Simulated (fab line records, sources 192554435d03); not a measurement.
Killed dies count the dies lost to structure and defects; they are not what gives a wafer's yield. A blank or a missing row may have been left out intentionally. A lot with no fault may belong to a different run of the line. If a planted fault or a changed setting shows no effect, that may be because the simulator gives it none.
Which of the tools did it? + flow n5-finfet + 32 wafers sampled from 11 lots at 1 step of a route of 1938

WHAT THE GAUGES READ, wafer by wafer
N5_DUMMY_GATE_CD_MEAS_15: target cd 25.8 nm. Usual: cd-nm at 24.91 nm, with a standard deviation of 0.25.
| lot  | measured    | on        | cd-nm (nm)        | flag |
|------|-------------|-----------|-------------------|------|
| L642 | day 3 00:08 | cd-sem-03 | 24.86 24.95 24.72 |      |
| L643 | day 3 11:04 | cd-sem-01 | 25.16 25.22 25.07 |      |
| L646 | day 3 22:33 | cd-sem-02 | 24.70 24.91 25.07 |      |
| L645 | day 3 23:20 | cd-sem-02 | 25.21 25.07 24.89 |      |
| L655 | day 6 09:54 | cd-sem-03 | 25.11 24.88 24.58 |      |
| L656 | day 6 12:40 | cd-sem-01 | 24.94 24.74 24.81 |      |
| L658 | day 6 22:15 | cd-sem-01 | 24.85 25.02 24.83 |      |
| L659 | day 7 09:16 | cd-sem-03 | 24.56 24.92       |      |
| L661 | day 7 17:04 | cd-sem-02 | 25.52 24.37 24.93 |      |
| L662 | day 8 00:25 | cd-sem-01 | 25.14 25.26 25.10 |      |
| L663 | day 8 05:16 | cd-sem-03 | 24.79 25.10 25.30 |      |

WHAT TOOL EACH LOT RAN ON (gives the tool, then ch and the chambers of the sampled wafers, and finally the start)
Record: no process step prior to these readings.

WHAT THE TOOLS THEMSELVES READ (means of the sampled wafers that have a number; where no wafer has one, the mark that the record gives instead)
The record holds no such reading with a usual standard deviation.

THE ANSWER, worked out from the rows above alone
Rule: lot off if the mean of its wafers having a number is beyond 3 standard deviations from the usual mean. Also off: a lot with no number at a reading for which 4 or more lots have one. Where the step has rows for the other lots, those lots are counted as sound. Order of review: gauges by route order, followed by the tools' own readings, for which a lot's mean as printed above is used. The first step at which some lot is off is used, and at that step the reading that is off furthest; a lot without a number counts as furthest.
Nothing can be told from this: no lot is off at any reading shown.

WHAT HAD BEEN PUT IN BY THE SIMULATOR
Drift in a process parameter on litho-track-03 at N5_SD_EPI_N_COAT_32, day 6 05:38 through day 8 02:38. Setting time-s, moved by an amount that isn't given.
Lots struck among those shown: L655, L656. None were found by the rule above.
